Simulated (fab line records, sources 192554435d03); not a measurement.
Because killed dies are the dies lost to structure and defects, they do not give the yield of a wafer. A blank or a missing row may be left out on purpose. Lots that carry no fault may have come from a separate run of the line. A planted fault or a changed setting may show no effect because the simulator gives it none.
Which tool did it? -- flow n5 finfet -- Sampling: 20 lots, 60 wafers, 3 of 1938 route steps

## WHAT THE GAUGES SHOWED, per wafer
N5_FIN_SAQP_OVL_MEAS_17. Usual: for FIN_CORE_OVL the level is -0.2 nm and the standard deviation is 0.84.
lot,measured,on,FIN_CORE_OVL (nm),flag
L074,day 1 22:20,overlay-02,-0.6 -2.2 -0.7,
L075,day 2 03:58,overlay-02,-1.0 -0.7 -0.4,
L076,day 2 10:32,overlay-01,0.0 0.0 -0.6,
L078,day 2 21:23,overlay-02,1.6 -0.2 -0.3,
L079,day 3 03:41,overlay-02,0.6 0.1 -0.6,
L080,day 3 09:58,overlay-02,-1.4 0.3 1.5,
L081,day 3 15:37,overlay-01,1.1 0.6 0.0,
L082,day 3 21:45,overlay-02,0.8 0.6 1.0,
L083,day 4 03:58,overlay-02,0.9 -0.2 1.2,
L084,day 4 10:49,overlay-02,-0.2 0.4 0.0,
L085,day 4 18:20,overlay-01,-0.6 1.2 0.5,
L087,day 5 03:44,overlay-01,0.4 -0.1 -0.3,
L089,day 5 16:38,overlay-01,-0.7 -0.3 -1.6,
L090,day 5 22:04,overlay-02,0.6 -1.0 0.7,
L091,day 6 05:05,overlay-02,-0.6 -1.2 -1.2,
L092,day 6 09:44,overlay-02,-0.9 -3.4 -2.0,
L093,day 6 15:34,overlay-01,-0.2 -0.6 -1.6,
L094,day 6 21:38,overlay-01,-1.3 -0.2 -1.3,
L096,day 7 10:58,overlay-02,0.2 -0.8 0.9,
L097,day 7 15:35,overlay-01,-0.8 0.6 -0.1,

## TOOL THAT RAN EACH LOT (tool first, then ch and the chambers of the sampled wafers, then the start)
lot,N5_WELL_APT_DESCUM_30,N5_FIN_SAQP_ALD_61
L074,"rie diel-02 ch 0,2,3, day 1 15:01","ald sin-02 ch 0,2, day 1 21:07"
L075,"rie diel-02 ch 0,1,3, day 1 20:53","ald sin-02 ch 0,2,3, day 2 02:44"
L076,"rie diel-03 ch 1,2,3, day 2 03:35","ald sin-02 ch 1,2,3, day 2 09:15"
L078,"rie diel-01 ch 0,2, day 2 15:01","ald sin-03 ch 2,3, day 2 20:09"
L079,"rie diel-02 ch 2,3, day 2 21:15","ald sin-03 ch 0,1, day 3 02:26"
L080,"rie diel-02 ch 0,3, day 3 03:03","ald sin-03 ch 1,2,3, day 3 08:44"
L081,"rie diel-01 ch 0,1,2, day 3 09:11","ald sin-03 ch 1,2,3, day 3 14:30"
L082,"rie diel-02 ch 1,2,3, day 3 15:25","ald sin-02 ch 0,1, day 3 20:31"
L083,"rie diel-01 ch 2,3, day 3 21:14","ald sin-03 ch 0,1, day 4 02:49"
L084,"rie diel-02 ch 1,2,3, day 4 04:02","ald sin-03 ch 0,1,2, day 4 09:26"
L085,"rie diel-01 ch 0,2, day 4 10:10","ald sin-02 ch 0,1,2, day 4 17:02"
L087,"rie diel-02 ch 0,1,2, day 4 21:19","ald sin-01 ch 2,3, day 5 02:21"
L089,"rie diel-02 ch 2,3, day 5 09:21","ald sin-03 ch 1,3, day 5 15:31"
L090,"rie diel-03 ch 0,1,2, day 5 15:17","ald sin-03 ch 1,2,3, day 5 20:34"
L091,"rie diel-03 ch 1,2,3, day 5 21:13","ald sin-01 ch 1,2,3, day 6 03:35"
L092,"rie diel-02 ch 0,1,3, day 6 03:08","ald sin-03 ch 0,1,2, day 6 08:29"
L093,"rie diel-03 ch 0,2,3, day 6 09:04","ald sin-02 ch 0,1,3, day 6 14:19"
L094,"rie diel-02 ch 1,2,3, day 6 15:07","ald sin-03 ch 1,2,3, day 6 20:25"
L096,"rie diel-03 ch 1,2,3, day 7 03:41","ald sin-03 ch 0,1, day 7 09:40"
L097,"rie diel-03 ch 0,1,2, day 7 09:02","ald sin-03 ch 1,3, day 7 14:22"
- N5_WELL_APT_DESCUM_30: chemistry O2, time 7.9 s.
- N5_FIN_SAQP_ALD_61: deposits SiO2, target thk 4 nm, pulse time 1 s, purge time 2 s.

## AS READ BY THE TOOLS THEMSELVES (means over the sampled wafers that have a number; for cases with no such wafer, the mark the record gives instead)
N5_WELL_APT_DESCUM_30. Usual: drypump motor current A 5.8 A, standard deviation 0.45; oes product au 0.76 a.u., standard deviation 0.077; rf vpp V 243.2 V, standard deviation 1.3; showerhead plenum p Torr 2.09 Torr, standard deviation 0.065; throttle valve pct 20.32 %, standard deviation 0.3.
lot,tool,drypump motor current A (A),oes product au (a.u.),rf vpp V (V),showerhead plenum p Torr (Torr),throttle valve pct (%),flag
L074,rie diel-02,5.6,0.82,243.4,2.14,20.33,
L075,rie diel-02,5.4,0.82,243.3,2.08,20.13,
L076,rie diel-03,6.2,0.75,243.1,2.10,20.44,
L078,rie diel-01,5.8,0.77,243.9,2.12,20.01,
L079,rie diel-02,5.7,0.75,243.8,2.14,20.69,
L080,rie diel-02,5.7,0.86,244.1,2.12,20.17,
L081,rie diel-01,5.9,0.73,243.5,2.10,20.21,
L082,rie diel-02,5.4,0.76,243.1,2.09,20.50,
L083,rie diel-01,5.8,0.86,243.8,2.14,19.99,
L084,rie diel-02,5.4,0.75,243.5,2.09,20.51,
L085,rie diel-01,6.0,0.72,243.9,2.13,20.09,
L087,rie diel-02,5.3,0.75,241.8,2.08,20.38,
L089,rie diel-02,5.7,0.77,244.0,2.13,20.55,
L090,rie diel-03,6.2,0.72,242.8,2.08,20.30,
L091,rie diel-03,6.2,0.72,243.6,2.09,20.46,
L092,rie diel-02,5.4,0.78,242.7,2.07,20.19,
L093,rie diel-03,6.3,0.71,242.4,2.05,20.44,
L094,rie diel-02,5.4,0.84,243.1,2.08,20.42,
L096,rie diel-03,6.2,0.72,243.4,2.08,20.50,
L097,rie diel-03,6.2,0.71,242.5,2.07,20.33,

N5_FIN_SAQP_ALD_61. Usual: heater power w 485 W, standard deviation 40; precursor pulse height rel 0.998, standard deviation 0.02.
lot,tool,heater power w (W),precursor pulse height rel,flag
L074,ald sin-02,495,0.997,
L075,ald sin-02,470,0.989,
L076,ald sin-02,470,0.992,
L078,ald sin-03,493,0.991,
L079,ald sin-03,510,0.999,
L080,ald sin-03,497,0.999,
L081,ald sin-03,492,0.993,
L082,ald sin-02,488,0.989,
L083,ald sin-03,503,0.988,
L084,ald sin-03,502,0.987,
L085,ald sin-02,479,1.001,
L087,ald sin-01,409,0.989,
L089,ald sin-03,473,1.002,
L090,ald sin-03,487,1.011,
L091,ald sin-01,462,1.006,
L092,ald sin-03,497,1.012,
L093,ald sin-02,465,1.003,
L094,ald sin-03,491,0.998,
L096,ald sin-03,487,0.996,
L097,ald sin-03,485,0.998,

## THE ANSWER, worked out from the rows above alone
Rule: a lot is off if the mean of its wafers that have a number lies more than 3 standard deviations from the usual mean. A lot without any number at a reading at which 4 lots or more have one is off too. The other lots that the step has rows for count as sound. First the gauges in route order, then the tools' own readings, where a lot's mean is used as printed above. At the first step where some lot is off, the reading lying furthest off is the one used; lots without a number count as furthest.
None of the lots is off at any reading shown; this tells nothing.

## WHAT THE SIMULATOR PUT IN
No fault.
